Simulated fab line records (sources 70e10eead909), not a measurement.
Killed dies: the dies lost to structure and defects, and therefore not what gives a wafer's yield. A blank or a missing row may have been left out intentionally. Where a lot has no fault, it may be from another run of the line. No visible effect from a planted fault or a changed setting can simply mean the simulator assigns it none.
fab line records	flow nand_harc
record: lots: 12	wafers: 36	last_day: 24
route steps=1159 shown A_WL_FILL@811
lots that met no fault: taken from a fault-free run of the same line
start_h: start of the lot's first displayed wafer, in hours after the record's first day	wait_h: time in hours since the lot's previous step	" same as the row above	L1.1+2: one row covering several wafers at once	- value missing, or start not given	* or withheld: withheld	< > ~ a bound
route shown NAME@n: names a module that has steps shown in the file, with the first one's number in the route	usual: average and standard deviation across the fault-free wafers	same: alike in all rows	chamber/n: place in a boat	sites: readings site by site	_std_site: the standard deviation of these	_edge_site: inner sites' mean taken away from outer sites' mean	radius_mm: for every site, how far away it sits from the centre of the wafer	mask NAME#n: copy n	behind: the most recent tool/chamber to have shaped the wafer	hold: why the lot went on hold/how many hours it stayed there/how the hold came to an end	device: names the non-switching transistor (n, p or np)	end of line: the tests these same wafers got at the end of their route	for a step that has no rows: nothing shown but its recipe	killed: not the wafer's yield, but the dies lost to structure and defects at the first sort	map: dies across one wafer; x = killed, . = not, _ = none there
set.NAME: the setting the step ran with; set.NAME@STEP: the setting that earlier step ran with	model.NAME: the simulator's own value behind a step, which no gauge read
one table for each step of the route and one row for each wafer, over a sample of lots
services: from which hour (start_h, from the record's first day; less than 0 if before it) a tool's chamber was out of use, for how many hours, and why
== steps ==
step: NHARC_A_WL_FILL_ALD_02
recipe: target_thk_a: 20	pulse_time_s: 3	ald_cycles: 100	temp_c: 450	material: TiN
usual: ald_cycles: 100/0	heater_power_w: 1089/120	precursor_pulse_height_rel: 0.999/0.022	susceptor_temp_C: 449.98/0.23
lot.wafer	tool	chamber	start_h	wait_h	ald_cycles	heater_power_w	precursor_pulse_height_rel	susceptor_temp_C
L715.4	ald_metal-02	1	338.88	0.1	100	862	0.999	449.80
L715.2	"	2	"	"	100	1079	1.009	450.39
L715.3	"	0	"	"	100	1169	1.020	450.04
L714.3	ald_metal-04	2	339.05	0.1	100	1133	1.005	449.90
L714.1	"	3	"	"	100	1388	0.986	449.91
L714.2	"	1	"	"	100	1077	1.004	449.65
L717.4	ald_metal-02	0	352.38	0.2	100	1144	1.003	449.81
L717.6	"	2	"	"	100	1058	0.997	450.27
L717.5	"	3	"	"	100	1066	1.007	450.40
L720.3	ald_metal-03	1	366.88	0.2	100	1205	0.979	450.19
L720.1	"	2	"	"	100	1057	0.988	449.95
L720.4	"	3	"	"	100	1077	1.019	450.14
L726.4	ald_metal-02	0	420.20	0.1	100	1106	1.003	450.07
L726.3	"	3	"	"	100	1087	0.999	450.08
L726.5	"	0	"	"	100	1115	1.011	450.01
L725.1	ald_metal-03	2	425.23	0.3	100	1040	0.990	450.10
L725.4	"	3	"	"	100	1103	0.965	449.78
L725.6	"	1	"	"	100	1174	0.970	449.55
L730.1	ald_metal-02	2	425.48	0.3	100	1054	0.995	-
L730.5	"	0	"	"	100	1081	0.988	-
L730.6	"	1	"	"	100	912	0.966	-
L728.2	ald_metal-03	3	425.58	0.2	100	1102	0.983	450.57
L728.4	"	0	"	"	100	1156	1.015	449.68
L728.1	"	2	"	"	100	1087	0.964	450.16
L729.1	ald_metal-04	3	425.74	0.2	100	1229	1.012	449.90
L729.2	"	1	"	"	100	1055	0.999	450.12
L729.6	"	1	"	"	100	1074	0.997	450.27
L731.2	ald_metal-02	0	429.68	0.2	100	1084	1.003	449.78
L731.3	"	2	"	"	100	1066	0.978	450.28
L731.4	"	3	"	"	100	1079	0.992	450.14
L734.3	ald_metal-04	0	459.70	0.2	100	885	0.987	449.99
L734.2	"	1	"	"	100	1052	1.017	450.10
L734.1	"	2	"	"	100	1019	0.994	450.37
L736.3	ald_metal-02	0	459.78	0.2	100	1094	1.003	450.39
L736.4	"	2	"	"	100	1090	0.962	450.08
L736.6	"	0	"	"	100	1106	0.997	450.09
step: NHARC_A_WL_FILL_ETCHBACK_16
recipe: target_depth_a: 880	time_s: 17.6	c4f8_flow_sccm: withheld	o2_flow_sccm: 8	ar_flow_sccm: withheld	rf_w: 600	bias_w: 800	chemistry: C4F8/O2/Ar
usual: bias_w: 799.9/2.5	oes_product_au: 0.98/0.031	rf_vpp_V: 724/3.1
lot.wafer	tool	chamber	start_h	wait_h	bias_w	oes_product_au	rf_hours_counter_h	rf_vpp_V
L714.3	rie_diel-04	1	-	-	797.3	0.98	2.2	721
L714.1	"	3	"	"	801.7	0.99	2.4	724
L714.2	"	0	"	"	795.9	0.98	2.3	722
L715.3	rie_diel-10	2	-	-	802.9	0.93	3.7	722
L715.4	"	3	"	"	797.0	0.92	3.7	719
L715.2	"	0	"	"	801.0	0.92	3.9	721
L717.4	rie_diel-03	1	-	-	796.3	1.00	7.8	727
L717.5	"	3	"	"	801.6	1.00	-	729
L717.6	"	0	"	"	799.0	1.00	-	719
L720.1	rie_diel-04	0	-	-	799.9	0.99	3.4	725
L720.4	"	1	"	"	799.3	1.01	3.4	722
L720.3	"	2	"	"	801.6	1.00	3.7	726
L726.3	rie_diel-03	0	-	-	802.6	1.00	2.2	718
L726.4	"	2	"	"	799.1	1.00	1.8	726
L726.5	"	0	"	"	799.7	1.01	-	719
L725.4	rie_diel-10	2	-	-	800.7	0.97	1.7	720
L725.1	"	3	"	"	800.3	0.96	1.8	718
L725.6	"	1	"	"	804.6	0.96	-	728
L730.1	rie_diel-03	1	-	-	800.4	1.01	2.1	726
L730.5	"	2	"	"	803.9	0.99	-	727
L730.6	"	3	"	"	801.0	1.01	-	728
L728.4	rie_diel-04	3	-	-	797.1	0.92	5.8	724
L728.2	"	0	"	"	801.4	0.92	5.4	723
L728.1	"	1	"	"	801.5	0.92	5.5	724
L729.2	rie_diel-04	0	-	-	798.1	0.99	5.5	723
L729.1	"	2	"	"	803.2	0.98	5.9	727
L729.6	"	0	"	"	798.8	0.98	-	725
L731.2	rie_diel-03	2	-	-	804.4	0.92	2.0	727
L731.4	"	3	"	"	800.2	0.93	2.1	728
L731.3	"	0	"	"	798.2	0.93	2.4	720
L734.1	rie_diel-10	0	-	-	799.1	0.92	3.0	721
L734.2	"	2	"	"	800.6	0.92	2.5	723
L734.3	"	3	"	"	799.6	0.92	2.7	719
L736.4	rie_diel-04	0	-	-	799.6	1.00	0.3	722
L736.3	"	1	"	"	798.2	1.01	0.3	722
L736.6	"	0	"	"	800.2	1.01	-	724
step: NHARC_A_WL_FILL_ETCHBACK_26
recipe: target_depth_a: 520	time_s: 13.3	hbr_flow_sccm: 150	rf_w: 350	icp_w: 350	bias_w: 60	chemistry: HBr
usual: bias_w: 60.02/0.19	drypump_motor_current_A: 5.8/0.44	oes_product_au: 0.995/0.007	throttle_valve_pct: 23.267/0.0098
lot.wafer	tool	chamber	start_h	wait_h	bias_w	drypump_motor_current_A	oes_product_au	rf_hours_counter_h	throttle_valve_pct
L714.1	rie_si-03	1	358.56	0.4	59.99	6.6	1.004	0.0	23.260
L714.3	"	2	"	"	59.84	5.9	1.001	0.1	23.278
L714.2	"	0	"	"	60.05	5.1	0.981	0.1	23.275
L715.3	rie_si-06	3	358.56	0.4	60.11	6.2	0.991	1.0	23.276
L715.2	"	2	"	"	60.25	5.2	1.006	1.0	23.267
L715.4	"	1	"	"	59.94	5.5	0.993	-	23.265
L717.4	rie_si-03	0	375.24	0.4	59.82	5.1	0.991	0.2	23.256
L717.6	"	2	"	"	59.87	5.9	0.995	-	23.275
L717.5	"	3	"	"	59.87	5.8	0.982	-	23.259
L720.4	rie_si-01	2	392.09	0.4	60.08	5.6	0.986	0.8	23.281
L720.3	"	3	"	"	59.67	5.7	1.006	0.7	23.286
L720.1	"	0	"	"	60.30	6.0	0.990	0.8	23.265
L726.4	rie_si-06	1	446.29	0.4	60.10	5.4	0.999	0.5	23.286
L726.3	"	2	"	"	60.02	5.2	1.000	0.6	23.278
L726.5	"	1	"	"	59.99	5.5	1.005	-	23.268
L725.1	rie_si-03	0	449.17	0.4	60.01	5.1	0.998	0.6	23.265
L725.6	"	2	"	"	59.86	5.9	0.990	-	23.272
L725.4	"	0	"	"	60.20	5.0	1.001	-	23.262
L728.1	rie_si-03	1	452.16	0.4	60.13	6.6	0.994	0.6	23.251
L728.2	"	2	"	"	60.05	5.9	0.993	0.8	23.278
L728.4	"	0	"	"	60.14	5.0	0.999	-	23.275
L730.1	rie_si-06	2	452.19	0.4	59.95	5.2	0.994	0.7	23.279
L730.6	"	0	"	"	59.96	5.9	0.990	-	23.262
L730.5	"	1	"	"	60.44	5.4	0.993	-	23.259
L729.2	rie_si-06	2	455.53	0.4	60.51	5.2	0.998	0.7	23.257
L729.1	"	0	"	"	59.71	5.9	0.987	0.6	23.272
L729.6	"	2	"	"	60.37	5.2	1.006	-	23.277
L731.4	rie_si-03	0	455.56	0.4	59.94	5.0	0.998	0.7	23.264
L731.2	"	2	"	"	60.23	5.9	0.992	0.8	23.254
L731.3	"	3	"	"	60.02	5.8	0.994	0.8	23.281
L734.3	rie_si-03	0	492.26	0.4	60.17	5.1	0.987	1.0	23.259
L734.2	"	2	"	"	59.70	5.9	1.004	1.1	23.256
L734.1	"	3	"	"	60.18	5.8	0.995	1.0	23.288
L736.4	rie_si-06	1	492.27	0.4	59.90	5.5	0.995	0.9	23.256
L736.3	"	3	"	"	60.28	6.1	0.995	0.9	23.259
L736.6	"	1	"	"	60.16	5.5	0.997	-	23.242
step: NHARC_A_WL_FILL_ALD_19
recipe: target_thk_a: 20	pulse_time_s: 3	ald_cycles: 100	temp_c: 450	material: TiN
usual: ald_cycles: 100/0	heater_power_w: 1082/92	precursor_pulse_height_rel: 0.997/0.021	susceptor_temp_C: 450.02/0.25
lot.wafer	tool	chamber	start_h	wait_h	ald_cycles	heater_power_w	precursor_pulse_height_rel	susceptor_temp_C
L714.2	ald_metal-03	3	358.84	0.1	100	1096	0.987	450.07
L714.1	"	0	"	"	100	1153	0.974	449.75
L714.3	"	1	"	"	100	1181	1.023	450.21
L715.4	ald_metal-02	3	358.85	0.1	100	1072	1.015	449.90
L715.2	"	1	"	"	100	852	1.003	450.25
L715.3	"	2	"	"	100	1053	0.975	450.27
L717.4	ald_metal-02	3	375.52	0.1	100	1057	1.024	450.19
L717.6	"	1	"	"	100	928	0.991	449.27
L717.5	"	2	"	"	100	1051	1.035	449.98
L720.3	ald_metal-02	0	392.37	0.1	100	1076	0.997	449.92
L720.4	"	1	"	"	100	940	0.992	450.25
L720.1	"	2	"	"	100	1044	1.027	450.09
L726.3	ald_metal-02	0	446.54	0.1	135	1095	1.000	450.07
L726.4	"	1	"	"	100	904	0.966	449.68
L726.5	"	1	"	"	135	926	1.019	449.57
L725.4	ald_metal-03	1	449.45	0.1	100	1180	0.998	450.38
L725.1	"	0	"	"	100	1146	1.006	450.44
L725.6	"	1	"	"	100	1173	0.973	449.82
L730.1	ald_metal-04	2	452.45	0.1	100	1051	0.983	449.94
L730.6	"	1	"	"	100	1056	0.992	449.68
L730.5	"	2	"	"	100	1061	1.020	450.29
L728.2	ald_metal-03	2	452.47	0.1	100	1046	1.028	450.40
L728.4	"	3	"	"	100	1083	1.027	449.76
L728.1	"	0	"	"	100	1192	0.975	449.96
L729.1	ald_metal-04	3	455.82	0.1	100	1246	0.981	450.05
L729.2	"	0	"	"	100	929	0.999	450.43
L729.6	"	2	"	"	100	1054	1.008	449.99
L731.3	ald_metal-03	3	455.83	0.1	100	1098	0.992	450.00
L731.4	"	1	"	"	100	1201	0.993	449.58
L731.2	"	2	"	"	100	1046	0.987	449.72
L734.1	ald_metal-04	3	492.55	0.1	100	1250	0.970	449.99
L734.2	"	0	"	"	100	919	0.957	450.22
L734.3	"	1	"	"	100	1070	1.016	449.81
L736.3	ald_metal-03	2	492.55	0.1	100	1068	1.012	449.81
L736.4	"	1	"	"	100	1155	0.973	449.85
L736.6	"	0	"	"	100	1147	0.980	449.88
== services ==
tool	chamber	start_h	hours	kind
ald_metal-03	-	322.07	10.0	pm
rie_si-03	-	332.08	9.0	pm
rie_diel-04	-	332.71	0.5	repair
rie_diel-03	-	336.76	2.4	repair
rie_si-06	2	349.15	6.6	repair
rie_diel-10	-	353.50	9.0	pm
rie_si-06	0	354.79	6.8	repair
rie_si-06	-	360.00	9.0	pm
ald_metal-02	-	364.00	10.0	pm
ald_metal-02	0	364.00	10.0	vent_cycle
rie_si-01	2	380.11	5.0	repair
rie_diel-03	-	392.34	9.0	pm
ald_metal-04	-	406.00	10.0	pm
rie_si-01	3	415.76	4.6	repair
ald_metal-04	0	424.70	3.6	repair
rie_si-03	3	447.33	7.3	repair
rie_diel-03	0	451.58	3.9	repair
rie_diel-04	2	455.44	6.3	repair
rie_si-03	1	459.16	9.5	repair
rie_diel-04	-	465.90	9.0	pm
ald_metal-03	3	467.25	28.4	repair
rie_diel-10	1	479.27	7.9	repair
ald_metal-04	2	480.33	5.2	repair
rie_si-01	-	481.00	9.0	pm
== key ==
first_sign: step: NHARC_A_WL_FILL_ALD_19	reading: ald_cycles	direction: up	sigmas: 99+	usual: 100	struck: 135
effect none on later readings
met_at NHARC_A_WL_FILL_ALD_19
struck_lots L726
struck_wafers L726.3,L726.5
tester_left_out L726
not_acting_at NHARC_A_WL_FILL_ALD_02,NHARC_A_WL_FILL_ETCHBACK_16,NHARC_A_WL_FILL_ETCHBACK_26
onset_between 392.37 446.54
fault: kind: process_parameter_drift	tool: ald_metal-02	chamber: -	onset_h: 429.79	steps: NHARC_A_WL_FILL_ALD_19	channel: ald_cycles	offset: 35	shape: step	end_h: 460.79	scope: struck_wafers_only	acts_in: these_recipes_only	stated: 100
tester_left_out: of these lots the tester's yield and bins aren't shown, on N5 and GAA mostly nor the transistor test; their killed dies are dies lost to structure and defects alone, not to doping, threshold or leakage, so they don't give the yield
